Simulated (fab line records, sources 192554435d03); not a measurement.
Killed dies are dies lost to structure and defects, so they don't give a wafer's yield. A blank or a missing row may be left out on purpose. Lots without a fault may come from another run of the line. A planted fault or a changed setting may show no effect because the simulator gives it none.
Chamber matching | flow n5_finfet | N5_BEOL_M13_ETCH_59 on rie_diel-02: 4 sister chambers
The step etches BARC in N2/H2, target depth 89 nm, overetch 26.7 nm, time 67.9 s. 14 wafers are shown with their chamber, then 7 later ones without.

WAFERS WITH THEIR CHAMBER
wafer  | chamber | showerhead_plenum_p_Torr (Torr) | drypump_motor_current_A (A) | throttle_valve_pct (%)
L075.3 | 0       | 2.69                            | 5.8                         | 17.7
L075.5 | 2       | 2.62                            | 5.5                         | 18.2
L075.6 | 0       | 2.69                            | 5.8                         | 17.7
L078.3 | 2       | 2.62                            | 5.5                         | 18.2
L078.4 | 1       | 2.68                            | 6.0                         | 17.0
L078.6 | 3       | 2.60                            | 6.0                         | 18.0
L080.2 | 1       | 2.68                            | 6.0                         | 17.1
L080.4 | 2       | 2.62                            | 5.5                         | 18.2
L080.6 | 1       | 2.68                            | 6.0                         | 17.1
L082.2 | 0       | 2.69                            | 5.8                         | 17.7
L082.5 | 3       | 2.60                            | 5.9                         | 18.0
L082.6 | 0       | 2.69                            | 5.9                         | 17.7
L091.2 | 2       | 2.61                            | 5.5                         | 17.8
L091.3 | 3       | 2.60                            | 5.9                         | 18.0

SIGNATURES (means of the wafers above)
reading                  | chamber 0 | chamber 1 | chamber 2 | chamber 3 | scatter within a chamber
showerhead_plenum_p_Torr | 2.6900    | 2.6800    | 2.6175    | 2.6000    | 0.00274
drypump_motor_current_A  | 5.825     | 6.000     | 5.500     | 5.933     | 0.0376
throttle_valve_pct       | 17.700    | 17.067    | 18.100    | 18.000    | 0.113
Rule: a wafer's distance from a chamber is the root of the sum, over the readings, of the square of ((its reading less the chamber's mean) divided by the reading's scatter). The wafer belongs to the nearest chamber; if the next one is less than 2 further off, it can't be placed. The scatter: the root of (the sum of the squares of (reading less its chamber's mean) over the shown wafers, divided by (wafers less chambers)).

WAFERS WITHOUT THEIR CHAMBER
wafer  | showerhead_plenum_p_Torr (Torr) | drypump_motor_current_A (A) | throttle_valve_pct (%)
L091.6 | 2.68                            | 5.9                         | 17.7
L093.1 | 2.61                            | 5.5                         | 17.8
L093.2 | 2.59                            | 5.9                         | 18.0
L093.5 | 2.68                            | 5.8                         | 17.7
L094.1 | 2.61                            | 5.5                         | 17.8
L094.5 | 2.61                            | 5.5                         | 17.8
L094.6 | 2.59                            | 5.9                         | 18.0

WHICH CHAMBER EACH WENT THROUGH
wafer  | from the rows above | in truth
L091.6 | 0                   | 0
L093.1 | 2                   | 2
L093.2 | 3                   | 3
L093.5 | 0                   | 0
L094.1 | 2                   | 2
L094.5 | 2                   | 2
L094.6 | 3                   | 3
Placed correctly: 7 of 7. Can't be placed from these rows: 0. Placed wrongly: 0.
